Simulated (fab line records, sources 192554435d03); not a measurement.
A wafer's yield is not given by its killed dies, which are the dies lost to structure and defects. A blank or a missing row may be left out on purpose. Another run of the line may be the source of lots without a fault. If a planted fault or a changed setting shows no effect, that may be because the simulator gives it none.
Chamber matching | flow n5Finfet | rieDiel-06 running N5_BEOL_M8_VIA_ETCH_34: 4 sister chambers
The step etches SiCOH lowk in C4F6/O2, target depth 125.5 nm, time 50.5 s. 4 wafers are shown with their chamber, then 7 later ones without.

## WAFERS, EACH WITH ITS CHAMBER
wafer  | chamber | rfVppV (V)
L088.1 | 2       | 645
L088.5 | 1       | 659
L091.2 | 0       | 646
L093.4 | 3       | 673

## WAFERS WHOSE CHAMBER IS MISSING
wafer  | rfVppV (V)
L093.5 | 645
L096.2 | 658
L096.4 | 659
L096.5 | 675
L097.1 | 646
L097.3 | 673
L097.5 | 646

## THE CHAMBER EACH PASSED THROUGH
wafer  | from the rows above     | in truth
L093.5 | can't be placed: 2 or 0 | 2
L096.2 | 1                       | 1
L096.4 | 1                       | 1
L096.5 | 3                       | 3
L097.1 | can't be placed: 0 or 2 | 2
L097.3 | 3                       | 3
L097.5 | can't be placed: 0 or 2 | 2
4 of 7 placed correctly. Unplaceable from these rows: 3, with the true chamber sitting among the candidates in 3. Number placed wrongly: 0.
How it was worked out, from the rows above alone: a wafer's distance from a chamber is the root of the sum, over the readings, of the square of ((its reading less the chamber's mean) divided by the reading's scatter). The wafer belongs to the nearest chamber; if the next one is less than 2 further off, it can't be placed. The mean given for a chamber averages the wafers shown for that chamber. The scatter: root of mean squared gap, hidden wafer to nearest shown wafer, with one shown wafer a chamber.
